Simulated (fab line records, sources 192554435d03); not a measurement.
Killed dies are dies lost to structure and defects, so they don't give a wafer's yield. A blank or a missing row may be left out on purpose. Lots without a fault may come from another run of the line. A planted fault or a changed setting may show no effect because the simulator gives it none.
Problem report in the 8D (eight disciplines) form, filled by code | flow n5_finfet | the parts of the form that need people (team, actions taken, sign-off) are left out

1. THE PROBLEM
etch_rf_on_time_s at N5_BEOL_M11_ETCH_61 reads a mean of 107.4 s on 9 wafers of 3 lots; wafers without a fault read 64.3 s with a standard deviation of 2.7. That is +16 standard deviations from the usual mean.
The step: etches SiARC in CF4, target depth 39 nm, time 65 s.
First seen on wafer L220.1, day 14 05:55, on rie_diel-05. The record holds 33 wafers of 11 lots with a number at this step. Rule for "out", or "out of limits": more than 4 standard deviations from the usual mean. The other wafers with a number count as sound.

2. WHAT IT IS AND WHAT IT IS NOT
question                    | is                     | is not
which readings at this step | etch_rf_on_time_s      | drypump_motor_current_A, rf_vpp_V, showerhead_plenum_p_Torr, throttle_valve_pct
which lots                  | L220, L223, L225       | L208, L209, L211, L212, L214, L217, L219, L222
which wafers of those lots  | all that have a number | -
read on which tools         | rie_diel-05            | rie_diel-01, rie_diel-03
when                        | from day 14 05:55      | up to then (21 sound wafers); but 3 sound wafers of L222 came after

3. SUSPECTS, AND WHAT RULES EACH OUT
Counting: a tool at a process step up to the reading stays a suspect if it ran every lot that is out and no sound lot after the first of them.
- rie_diel-05 at N5_BEOL_M11_ETCH_61 (etches SiARC in CF4, target depth 39 nm, time 65 s): kept. It ran every lot that is out, first L220 (day 14 05:55), and no sound lot after that; its last sound lot up to then is L219 (day 13 20:10). Its own readings are out on those wafers: etch_rf_on_time_s.
Left after counting: rie_diel-05 at N5_BEOL_M11_ETCH_61.

4. THE CAUSE (what the simulator had put in)
Process parameter drift: rie_diel-05, from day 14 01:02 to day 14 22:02, at N5_BEOL_M11_ETCH_61. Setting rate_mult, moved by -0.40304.
Counting left only this tool.

5. THE CHAIN OF EFFECTS, in route order
Each row: a reading whose mean over the struck wafers that have a number lies more than 3 standard deviations from the usual. Only readings for which the record gives a usual standard deviation are gone through. hours: the time from each lot's start at the first step in this table that gives one to its start at this step, as a median over the lots. sigmas: the change in usual standard deviations.
hours | step                | reading           | usual  | on struck wafers | change | sigmas
0     | N5_BEOL_M11_ETCH_61 | etch_rf_on_time_s | 64.3 s | 107.4            | +43.1  | +16
The process steps in it:
- N5_BEOL_M11_ETCH_61: etches SiARC in CF4, target depth 39 nm, time 65 s.

6. WHAT WOULD HAVE CAUGHT IT SOONER
In this record the first reading out of limits was taken at day 14 05:55, 5 hours after the fault began at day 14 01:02.
